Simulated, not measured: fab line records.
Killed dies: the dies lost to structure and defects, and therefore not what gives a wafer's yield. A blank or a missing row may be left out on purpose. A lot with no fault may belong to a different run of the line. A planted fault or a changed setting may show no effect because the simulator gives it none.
Matching of chambers    flow n5-finfet    4 sister chambers for N5_BEOL_M3_ETCH_74 on rie-diel-06
The step etches underlayer in N2/H2, target depth 6.5 nm, time 5.2 s. 4 wafers are shown with their chamber, then 11 later ones without.

## EACH WAFER AND ITS CHAMBER
wafer   chamber  showerhead-plenum-p-Torr (Torr)
L090.3  0        2.40
L090.5  1        2.53
L090.6  2        2.42
L092.2  3        2.44

## WAFERS WITH NO CHAMBER GIVEN
wafer   showerhead-plenum-p-Torr (Torr)
L092.3  2.53
L092.6  2.40
L094.1  2.43
L094.3  2.42
L094.4  2.53
L095.1  2.53
L095.4  2.40
L095.5  2.53
L096.3  2.40
L096.5  2.40
L096.6  2.53

## THE CHAMBER EACH PASSED THROUGH
wafer   from the rows above      in truth
L092.3  1                        1
L092.6  0                        0
L094.1  can't be placed: 3 or 2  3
L094.3  2                        2
L094.4  1                        1
L095.1  1                        1
L095.4  0                        0
L095.5  1                        1
L096.3  0                        0
L096.5  0                        0
L096.6  1                        1
Correctly placed: 10 of 11. Cannot be placed on the basis of these rows: 1; the candidates contain the true chamber in 1. 0 placed wrongly.
How it was worked out, from the rows above alone: a wafer's distance from a chamber is the root of the sum, over the readings, of the square of ((its reading less the chamber's mean) divided by the reading's scatter). If the next closest chamber is less than 2 further off than the closest, the wafer can't be placed; otherwise it belongs to the closest. A chamber's mean is the mean of its shown wafers. The scatter (one wafer shown for each chamber): square how far every hidden wafer sits from the nearest shown wafer, average those squares and take the square root.
